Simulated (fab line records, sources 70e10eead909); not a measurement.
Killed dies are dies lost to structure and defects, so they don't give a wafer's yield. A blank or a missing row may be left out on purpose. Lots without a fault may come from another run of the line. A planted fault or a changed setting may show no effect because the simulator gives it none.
fab line records | flow nand_harc
record lots=24 wafers=72 last_day=33
route steps=1302 shown P_M0@273 P_M1@301 P_M2@341
lots that met no fault: from a run of the same line without faults
start_h: hours from the record's first day to the start of the lot's first wafer shown | wait_h: hours since the lot's step before | " the same as in the row above | L1.1+2: a row that stands for several wafers | - no value, or no start given | * or withheld: withheld | < > ~ a bound
route shown NAME@n: a module of which the file shows steps, and the number in the route of the first | usual: mean/standard deviation of fault-free wafers | same: alike in all rows | chamber/n: place in a boat | sites: the reading at each site | _std_site: their standard deviation | _edge_site: outer sites' mean less inner sites' | radius_mm: how far each site lies from the wafer's centre | mask NAME#n: copy n | behind: the tool/chamber that last shaped the wafer | hold: why the lot was held/for how many hours/how that ended | device: the transistor (n, p or np) that didn't switch | end of line: the same wafers' tests at the end of the route | a step without rows: its recipe alone | killed: dies lost to structure and defects at the first sort, not the wafer's yield | map: a wafer's dies, x killed, . not, _ none there
set.NAME: the setting as run; set.NAME@STEP: as run at that earlier step | model.NAME: the simulator's own value behind a step, which no gauge read
steps of the route over a sample of lots; a table a step, a row a wafer
services: from which hour (start_h, from the record's first day; less than 0 if before it) a tool's chamber was out of use, for how many hours, and why
## steps
# step NHARC_P_M0_PRE_CLEAN_29
# recipe time_s=30 temp_c=280 gas=H2/He
# usual heater_power_w=390/23
# columns lot.wafer tool chamber start_h wait_h heater_power_w
L074.1 pvd_sputter-02 - - - 385
L074.3 " - " " 431
L074.5 " - " " 392
L075.3 pvd_sputter-02 - - - 389
L075.2 " - " " 375
L075.4 " - " " 380
L076.4 pvd_sputter-01 - - - 407
L076.3 " - " " 357
L076.1 " - " " 367
L077.2 pvd_sputter-01 - - - 403
L077.5 " - " " 413
L077.6 " - " " 357
L078.3 pvd_sputter-03 - - - 397
L078.2 " - " " 431
L078.1 " - " " 376
L079.1 pvd_sputter-02 - - - 380
L079.4 " - " " 387
L079.6 " - " " 378
L080.1 pvd_sputter-01 - - - 357
L080.4 " - " " 400
L080.6 " - " " 401
L082.3 pvd_sputter-01 - - - 403
L082.2 " - " " 366
L082.6 " - " " 402
L081.1 pvd_sputter-03 - - - 411
L081.2 " - " " 399
L081.5 " - " " 390
L083.3 pvd_sputter-03 - - - 396
L083.4 " - " " 404
L083.5 " - " " 403
L084.1 pvd_sputter-02 - - - 395
L084.2 " - " " 389
L084.4 " - " " 388
L085.1 pvd_sputter-02 - - - 386
L085.2 " - " " 385
L085.6 " - " " 435
L086.1 pvd_sputter-02 - - - 385
L086.2 " - " " 394
L086.5 " - " " 392
L087.3 pvd_sputter-01 - - - 357
L087.5 " - " " 355
L087.6 " - " " 404
L088.2 pvd_sputter-01 - - - 361
L088.1 " - " " 410
L088.3 " - " " 414
L089.1 pvd_sputter-02 - - - 394
L089.4 " - " " 433
L089.6 " - " " 390
L090.1 pvd_sputter-03 - - - 404
L090.2 " - " " 396
L090.5 " - " " 410
L091.2 pvd_sputter-01 - - - 360
L091.5 " - " " 354
L091.6 " - " " 417
L092.3 pvd_sputter-02 - - - 410
L092.1 " - " " 377
L092.6 " - " " 379
L093.3 pvd_sputter-01 - - - 366
L093.4 " - " " 411
L093.5 " - " " 354
L094.1 pvd_sputter-02 - - - 396
L094.5 " - " " 418
L094.6 " - " " 385
L095.1 pvd_sputter-02 - - - 384
L095.2 " - " " 394
L095.3 " - " " 422
L096.4 pvd_sputter-01 - - - 398
L096.3 " - " " 423
L096.6 " - " " 346
L097.1 pvd_sputter-01 - - - 366
L097.4 " - " " 422
L097.5 " - " " 369
# step NHARC_P_M0_PVD_20
# recipe target_thk_a=50 bias_v=168.6 power_w=15000 chamber_pressure_pa=0.12 time_s=8.06 substrate_temp_c=50 material=TaN
# usual throttle_valve_pct=30.0/1.3
# columns lot.wafer tool chamber start_h wait_h throttle_valve_pct
L074.1 pvd_sputter-02 - - - 30.0
L074.3 " - " " 30.0
L074.5 " - " " 30.0
L075.3 pvd_sputter-02 - - - 30.1
L075.4 " - " " 30.6
L075.2 " - " " 31.4
L076.1 pvd_sputter-01 - - - 27.3
L076.4 " - " " 31.9
L076.3 " - " " 29.1
L077.2 pvd_sputter-01 - - - 30.0
L077.5 " - " " 27.2
L077.6 " - " " 31.8
L078.2 pvd_sputter-03 - - - 31.0
L078.1 " - " " 30.6
L078.3 " - " " 29.6
L079.4 pvd_sputter-02 - - - 29.7
L079.1 " - " " 30.7
L079.6 " - " " 30.0
L080.4 pvd_sputter-01 - - - 29.3
L080.1 " - " " 29.7
L080.6 " - " " 29.8
L082.3 pvd_sputter-01 - - - 31.8
L082.2 " - " " 29.2
L082.6 " - " " 32.3
L081.2 pvd_sputter-03 - - - 30.5
L081.1 " - " " 30.7
L081.5 " - " " 29.7
L083.3 pvd_sputter-03 - - - 30.1
L083.4 " - " " 29.5
L083.5 " - " " 28.0
L084.4 pvd_sputter-02 - - - 30.0
L084.2 " - " " 30.8
L084.1 " - " " 30.0
L085.1 pvd_sputter-02 - - - 30.0
L085.2 " - " " 30.6
L085.6 " - " " 30.5
L086.2 pvd_sputter-02 - - - 31.0
L086.1 " - " " 29.9
L086.5 " - " " 30.1
L087.3 pvd_sputter-01 - - - 29.2
L087.5 " - " " 29.0
L087.6 " - " " 29.6
L088.1 pvd_sputter-01 - - - 29.8
L088.2 " - " " 27.2
L088.3 " - " " 32.2
L089.1 pvd_sputter-02 - - - 30.8
L089.4 " - " " 30.1
L089.6 " - " " 29.9
L090.1 pvd_sputter-03 - - - 29.4
L090.2 " - " " 27.9
L090.5 " - " " 30.3
L091.2 pvd_sputter-01 - - - 30.1
L091.6 " - " " 30.4
L091.5 " - " " 26.8
L092.3 pvd_sputter-02 - - - 31.4
L092.1 " - " " 29.8
L092.6 " - " " 31.2
L093.3 pvd_sputter-01 - - - 31.8
L093.4 " - " " 27.1
L093.5 " - " " 31.8
L094.1 pvd_sputter-02 - - - 29.9
L094.6 " - " " 30.9
L094.5 " - " " 29.7
L095.3 pvd_sputter-02 - - - 29.7
L095.1 " - " " 31.3
L095.2 " - " " 29.9
L096.4 pvd_sputter-01 - - - 26.8
L096.3 " - " " 31.7
L096.6 " - " " 29.8
L097.4 pvd_sputter-01 - - - 32.0
L097.1 " - " " 30.1
L097.5 " - " " 31.8
# step NHARC_P_M0_PVD_21
# recipe target_thk_a=300 chamber_pressure_pa=5 power_w=5000 substrate_temp_c=30 time_s=20.49 material=Cu
# usual throttle_valve_pct=30.0/1.3
# columns lot.wafer tool chamber start_h wait_h throttle_valve_pct
L074.3 pvd_sputter-02 - - - 30.6
L074.1 " - " " 29.9
L074.5 " - " " 30.9
L075.4 pvd_sputter-02 - - - 30.5
L075.3 " - " " 30.1
L075.2 " - " " 31.1
L076.1 pvd_sputter-01 - - - 31.9
L076.4 " - " " 29.1
L076.3 " - " " 29.7
L077.2 pvd_sputter-01 - - - 27.4
L077.5 " - " " 29.1
L077.6 " - " " 29.7
L078.3 pvd_sputter-03 - - - 31.0
L078.1 " - " " 29.4
L078.2 " - " " 30.0
L079.4 pvd_sputter-02 - - - 29.8
L079.1 " - " " 30.9
L079.6 " - " " 29.8
L080.1 pvd_sputter-01 - - - 27.4
L080.4 " - " " 29.6
L080.6 " - " " 31.8
L082.3 pvd_sputter-01 - - - 32.1
L082.2 " - " " 29.6
L082.6 " - " " 32.0
L081.2 pvd_sputter-03 - - - 28.1
L081.1 " - " " 30.1
L081.5 " - " " 29.8
L083.4 pvd_sputter-03 - - - 31.0
L083.3 " - " " 29.7
L083.5 " - " " 27.9
L084.1 pvd_sputter-02 - - - 30.0
L084.4 " - " " 31.5
L084.2 " - " " 30.8
L085.1 pvd_sputter-02 - - - 30.3
L085.2 " - " " 30.1
L085.6 " - " " 30.0
L086.1 pvd_sputter-02 - - - 30.9
L086.2 " - " " 29.9
L086.5 " - " " 30.9
L087.3 pvd_sputter-01 - - - 29.4
L087.5 " - " " 29.1
L087.6 " - " " 29.9
L088.2 pvd_sputter-01 - - - 32.1
L088.1 " - " " 29.0
L088.3 " - " " 29.7
L089.1 pvd_sputter-02 - - - 29.9
L089.4 " - " " 30.7
L089.6 " - " " 29.8
L090.1 pvd_sputter-03 - - - 30.2
L090.2 " - " " 30.8
L090.5 " - " " 28.6
L091.2 pvd_sputter-01 - - - 29.7
L091.6 " - " " 29.8
L091.5 " - " " 30.3
L092.3 pvd_sputter-02 - - - 29.8
L092.1 " - " " 31.5
L092.6 " - " " 29.9
L093.3 pvd_sputter-01 - - - 26.7
L093.4 " - " " 32.1
L093.5 " - " " 26.5
L094.1 pvd_sputter-02 - - - 30.7
L094.6 " - " " 29.7
L094.5 " - " " 31.4
L095.3 pvd_sputter-02 - - - 29.3
L095.1 " - " " 31.4
L095.2 " - " " 31.1
L096.4 pvd_sputter-01 - - - 26.9
L096.3 " - " " 31.8
L096.6 " - " " 26.7
L097.4 pvd_sputter-01 - - - 26.6
L097.1 " - " " 31.9
L097.5 " - " " 26.9
# step NHARC_P_M1_CD_MEAS_16
# usual cd_nm=130.2/1.2
# columns lot.wafer tool chamber start_h wait_h cd_nm
L074.1 cd_sem-03 - 121.73 - 132.8
L074.3 " - " " 131.6
L074.5 " - " " 129.9
L075.2 cd_sem-02 - 136.42 - 130.4
L075.3 " - " " 128.9
L075.4 " - " " 128.6
L076.1 cd_sem-03 - 144.94 - 131.8
L076.3 " - " " 132.4
L076.4 " - " " 129.4
L077.2 cd_sem-03 - 158.00 - 131.4
L077.5 " - " " 130.8
L077.6 " - " " 133.4
L078.1 cd_sem-01 - 165.53 - 129.4
L078.2 " - " " 129.2
L078.3 " - " " 128.9
L079.1 cd_sem-02 - 180.56 - 128.2
L079.4 " - " " 129.2
L079.6 " - " " 128.2
L080.1 cd_sem-02 - 181.71 - 130.8
L080.4 " - " " 129.4
L080.6 " - " " 130.9
L082.2 cd_sem-03 - 202.25 - 129.6
L082.3 " - " " 127.7
L082.6 " - " " 129.3
L081.1 cd_sem-03 - 203.33 - 131.3
L081.2 " - " " 129.7
L081.5 " - " " 130.2
L083.3 cd_sem-03 - 218.74 - 129.6
L083.4 " - " " 130.0
L083.5 " - " " 129.5
L084.1 cd_sem-03 - 228.27 - 128.6
L084.2 " - " " 129.0
L084.4 " - " " 129.6
L085.1 cd_sem-02 - 234.60 - 129.8
L085.2 " - " " 128.7
L085.6 " - " " 131.2
L086.1 cd_sem-03 - 242.90 - 128.3
L086.2 " - " " 129.7
L086.5 " - " " 129.8
L087.3 cd_sem-01 - 270.95 - 127.7
L087.5 " - " " 130.6
L087.6 " - " " 130.1
L088.1 cd_sem-01 - 273.87 - 130.7
L088.2 " - " " 128.8
L088.3 " - " " 131.0
L089.1 cd_sem-01 - 284.88 - 131.5
L089.4 " - " " 130.9
L089.6 " - " " 129.8
L090.1 cd_sem-03 - 287.25 - 130.3
L090.2 " - " " 129.5
L090.5 " - " " 129.6
L091.2 cd_sem-01 - 298.32 - 130.4
L091.5 " - " " 133.3
L091.6 " - " " 129.8
L092.1 cd_sem-01 - 309.65 - 129.9
L092.3 " - " " 130.7
L092.6 " - " " 130.3
L093.3 cd_sem-01 - 319.93 - 128.7
L093.4 " - " " 128.8
L093.5 " - " " 130.3
L094.1 cd_sem-01 - 325.59 - 130.1
L094.5 " - " " 131.8
L094.6 " - " " 131.2
L095.1 cd_sem-03 - 337.29 - 127.5
L095.2 " - " " 128.6
L095.3 " - " " 127.7
L096.3 cd_sem-01 - 344.79 - 130.6
L096.4 " - " " 130.4
L096.6 " - " " 131.4
L097.1 cd_sem-02 - 357.17 - 131.4
L097.4 " - " " 131.7
L097.5 " - " " 130.1
# step NHARC_P_M2_PVD_21
# recipe target_thk_a=300 chamber_pressure_pa=5 power_w=5000 substrate_temp_c=30 time_s=20.49 material=Cu
# usual throttle_valve_pct=30.1/1.1
# columns lot.wafer tool chamber start_h wait_h throttle_valve_pct
L074.1 pvd_sputter-03 - - - 31.1
L074.3 " - " " 30.3
L074.5 " - " " 29.4
L075.2 pvd_sputter-02 - - - 30.9
L075.4 " - " " 31.1
L075.3 " - " " 29.9
L076.1 pvd_sputter-02 - - - 31.0
L076.4 " - " " 30.0
L076.3 " - " " 30.7
L077.2 pvd_sputter-01 - - - 29.5
L077.6 " - " " 29.7
L077.5 " - " " 27.2
L078.3 pvd_sputter-02 - - - 30.0
L078.2 " - " " 30.7
L078.1 " - " " 29.8
L079.1 pvd_sputter-01 - - - 29.2
L079.4 " - " " 31.8
L079.6 " - " " 30.0
L080.4 pvd_sputter-02 - - - 30.8
L080.1 " - " " 29.8
L080.6 " - " " 30.7
L082.2 pvd_sputter-02 - - - 29.8
L082.3 " - " " 30.8
L082.6 " - " " 29.9
L081.1 pvd_sputter-03 - - - 30.1
L081.2 " - " " 29.8
L081.5 " - " " 30.3
L083.4 pvd_sputter-01 - - - 27.5
L083.3 " - " " 29.0
L083.5 " - " " 32.1
L084.1 pvd_sputter-02 - - - 31.4
L084.2 " - " " 30.8
L084.4 " - " " 29.9
L085.1 pvd_sputter-03 - - - 30.9
L085.2 " - " " 29.4
L085.6 " - " " 30.0
L086.2 pvd_sputter-03 - - - 28.0
L086.1 " - " " 30.3
L086.5 " - " " 30.7
L087.3 pvd_sputter-03 - - - 30.4
L087.6 " - " " 30.9
L087.5 " - " " 29.6
L088.3 pvd_sputter-02 - - - 29.9
L088.2 " - " " 31.2
L088.1 " - " " 30.1
L089.4 pvd_sputter-03 - - - 30.0
L089.1 " - " " 30.2
L089.6 " - " " 28.1
L090.1 pvd_sputter-03 - - - 30.8
L090.2 " - " " 30.4
L090.5 " - " " 29.6
L091.2 pvd_sputter-02 - - - 29.7
L091.5 " - " " 29.7
L091.6 " - " " 31.3
L092.1 pvd_sputter-03 - - - 30.9
L092.3 " - " " 30.4
L092.6 " - " " 29.9
L093.4 pvd_sputter-03 - - - 30.8
L093.3 " - " " 29.8
L093.5 " - " " 28.0
L094.1 pvd_sputter-01 - - - 32.1
L094.6 " - " " 30.0
L094.5 " - " " 30.3
L095.2 pvd_sputter-02 - - - 30.8
L095.1 " - " " 29.7
L095.3 " - " " 29.9
L096.4 pvd_sputter-02 - - - 29.7
L096.3 " - " " 31.6
L096.6 " - " " 29.7
L097.1 pvd_sputter-01 - - - 30.3
L097.4 " - " " 26.7
L097.5 " - " " 29.7
# step NHARC_P_M2_ANNEAL_31
# recipe temp_c=225 time_s=90
# usual wafer_temp_C_max=225.80/0.23
# columns lot.wafer tool chamber start_h wait_h wafer_temp_C_max
L074.1 rtp_anneal-02 0 127.35 0.3 225.59
L074.3 " 0 " " 225.79
L074.5 " 0 " " 225.71
L075.2 rtp_anneal-02 0 142.11 0.4 225.65
L075.3 " 0 " " 226.03
L075.4 " 0 " " 226.31
L076.1 rtp_anneal-02 0 151.46 - 225.46
L076.3 " 0 " " 225.56
L076.4 " 0 " " 225.69
L077.2 rtp_anneal-02 0 163.80 - 225.69
L077.5 " 0 " " 225.54
L077.6 " 0 " " 226.06
L078.1 rtp_anneal-02 0 171.37 - 225.82
L078.2 " 0 " " 225.63
L078.3 " 0 " " 226.04
L079.1 rtp_anneal-02 0 186.23 0.3 225.70
L079.4 " 0 " " 226.09
L079.6 " 0 " " 226.06
L080.1 rtp_anneal-02 0 187.32 0.3 225.86
L080.4 " 0 " " 225.68
L080.6 " 0 " " 225.71
L082.2 rtp_anneal-02 0 208.06 - 225.72
L082.3 " 0 " " 225.73
L082.6 " 0 " " 226.00
L081.1 rtp_anneal-02 0 208.97 0.3 225.97
L081.2 " 0 " " 225.79
L081.5 " 0 " " 225.41
L083.3 rtp_anneal-02 0 224.47 0.3 225.42
L083.4 " 0 " " 225.92
L083.5 " 0 " " 225.41
L084.1 rtp_anneal-02 0 233.94 - 225.70
L084.2 " 0 " " 225.80
L084.4 " 0 " " 225.90
L085.1 rtp_anneal-02 0 240.21 - 225.99
L085.2 " 0 " " 225.67
L085.6 " 0 " " 225.70
L086.1 rtp_anneal-01 0 248.62 - 226.02
L086.2 " 0 " " 226.44
L086.5 " 0 " " 226.20
L087.3 rtp_anneal-02 0 276.86 - 225.75
L087.5 " 0 " " 225.25
L087.6 " 0 " " 225.51
L088.1 rtp_anneal-01 0 279.33 - 226.02
L088.2 " 0 " " 226.03
L088.3 " 0 " " 226.10
L089.1 rtp_anneal-01 0 290.48 0.3 225.66
L089.4 " 0 " " 226.09
L089.6 " 0 " " 226.25
L090.1 rtp_anneal-01 0 292.86 0.3 226.20
L090.2 " 0 " " 226.12
L090.5 " 0 " " 226.15
L091.2 rtp_anneal-02 0 303.99 0.4 225.70
L091.5 " 0 " " 225.72
L091.6 " 0 " " 225.72
L092.1 rtp_anneal-01 0 315.24 0.3 226.18
L092.3 " 0 " " 225.79
L092.6 " 0 " " 226.09
L093.3 rtp_anneal-02 0 325.70 0.3 225.58
L093.4 " 0 " " 225.85
L093.5 " 0 " " 225.58
L094.1 rtp_anneal-02 0 331.18 - 225.98
L094.5 " 0 " " 225.70
L094.6 " 0 " " 225.63
L095.1 rtp_anneal-02 0 342.94 0.3 225.61
L095.2 " 0 " " 225.69
L095.3 " 0 " " 225.37
L096.3 rtp_anneal-02 0 350.53 - 225.87
L096.4 " 0 " " 225.71
L096.6 " 0 " " 225.70
L097.1 rtp_anneal-02 0 362.64 - 225.78
L097.4 " 0 " " 226.02
L097.5 " 0 " " 225.79
## services
# columns tool chamber start_h hours kind
pvd_sputter-01 - 96.89 10.0 pm
pvd_sputter-02 - 104.00 10.0 pm
pvd_sputter-02 - 116.80 0.7 repair
pvd_sputter-02 - 145.33 0.6 repair
pvd_sputter-01 - 167.06 6.9 repair
pvd_sputter-03 - 170.00 10.0 pm
pvd_sputter-03 - 181.15 18.2 repair
pvd_sputter-01 - 274.89 10.0 pm
pvd_sputter-02 - 282.00 10.0 pm
pvd_sputter-03 - 348.00 10.0 pm
## key
fault none
